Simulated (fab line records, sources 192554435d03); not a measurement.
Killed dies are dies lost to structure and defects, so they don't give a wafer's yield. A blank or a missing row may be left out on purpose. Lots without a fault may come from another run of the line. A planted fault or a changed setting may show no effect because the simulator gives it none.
One fault seen from 2 desks | flow n5_finfet | each desk has only its own numbers; what lay behind them comes last

THE TOOL OWNER'S DESK: cvd_co-02
The tool's own readings at N5_BEOL_M0_CVD_115 (deposits Co from CCTBA/H2, time 120 s): means of the sampled wafers that have a number, for each lot that ran on this tool. A lot is out of limits, marked OUT, if its mean lies more than 4 standard deviations from the usual mean; the brackets give that distance.
Columns: A = run_length_s at N5_BEOL_M0_CVD_115, usual 143.2 s
lot  | first seen here | A
L730 | day 6 08:32     | 143.3
L734 | day 6 23:47     | 142.9
L735 | day 7 05:49     | 142.7
L737 | day 7 15:20     | 143.4
L739 | day 8 03:10     | 143.4
L741 | day 8 19:01     | 107.8 (-57) OUT
L742 | day 8 21:28     | 119.5 (-38) OUT
L744 | day 9 05:48     | 119.1 (-39) OUT
L753 | day 12 00:41    | 143.4
This desk's finding: out of limits on L741, L742, L744; first on L741, day 8 19:01 (run_length_s at N5_BEOL_M0_CVD_115). In limits: L730, L734, L735, L737, L739, L753.

THE METROLOGY DESK
What the gauges read, lot by lot, whatever tool the lot ran on: means of the sampled wafers that have a number. A lot is out of limits, marked OUT, if its mean lies more than 4 standard deviations from the usual mean; the brackets give that distance. Of its 10 readings 7 are shown: those that lie furthest out on some lot.
Columns: A = DIBL_N at N5_BEOL_M4_RC_MEAS_101, usual 36.1 mV/V; B = IOFF_N at N5_BEOL_M4_RC_MEAS_101, usual 0.159 nA/um; C = ION_N at N5_BEOL_M4_RC_MEAS_101, usual 673 uA/um; D = ION_P at N5_BEOL_M4_RC_MEAS_101, usual 462 uA/um; E = SS_N at N5_BEOL_M4_RC_MEAS_101, usual 71.4 mV/dec; F = VT_N at N5_BEOL_M4_RC_MEAS_101, usual 249.7 mV; G = VT_P at N5_BEOL_M4_RC_MEAS_101, usual -250 mV
lot  | first seen here | A    | B     | C   | D   | E    | F     | G
L730 | day 7 22:14     | 33.4 | 0.125 | 662 | 462 | 71.2 | 252.0 | -249
L734 | day 8 17:10     | 37.9 | 0.160 | 668 | 452 | 71.8 | 251.5 | -253
L735 | day 8 23:52     | 36.6 | 0.166 | 675 | 466 | 71.4 | 248.0 | -248
L736 | day 9 06:56     | 36.5 | 0.170 | 677 | 450 | 72.2 | 249.7 | -253
L737 | day 9 07:34     | 37.3 | 0.157 | 674 | 460 | 71.6 | 249.7 | -250
L738 | day 9 18:08     | 35.5 | 0.144 | 665 | 460 | 71.0 | 251.4 | -250
L739 | day 10 04:53    | 35.3 | 0.160 | 674 | 456 | 71.2 | 252.0 | -251
L741 | day 10 17:29    | 35.4 | 0.154 | 678 | 461 | 71.4 | 248.4 | -251
L742 | day 10 21:25    | 37.7 | 0.169 | 671 | 460 | 71.6 | 250.4 | -250
L744 | day 11 12:26    | 34.5 | 0.134 | 656 | 455 | 71.0 | 253.6 | -251
L750 | day 13 17:08    | 35.7 | 0.144 | 677 | 462 | 71.2 | 251.4 | -251
L732 | day 13 19:43    | 35.2 | 0.162 | 678 | 473 | 71.6 | 249.6 | -246
L751 | day 13 21:15    | 36.2 | 0.173 | 676 | 460 | 71.9 | 249.5 | -251
L753 | day 14 16:55    | 37.4 | 0.160 | 675 | 472 | 70.9 | 248.7 | -248
L752 | day 15 05:43    | 35.5 | 0.165 | 675 | 470 | 71.0 | 247.4 | -244
This desk's finding: nothing out of limits on any of the 15 lots.

PUT TOGETHER
The tool owner's desk could have raised an alarm at day 8 19:01, on L741, L742, L744.
The metrology desk saw nothing out of limits.
The metrology desk has L741, L742, L744 on record, within its limits.
Of the lots named, all ran N5_BEOL_M0_CVD_115 on cvd_co-02.

WHAT THE SIMULATOR HAD PUT IN
Process parameter drift: cvd_co-02, from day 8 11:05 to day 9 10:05, at N5_BEOL_M0_CVD_115. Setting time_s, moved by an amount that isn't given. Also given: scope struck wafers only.
Lots struck among those shown: L741, L742, L744.
Hours from the fault's start to each desk's first reading out of limits: the tool owner's desk, 8.
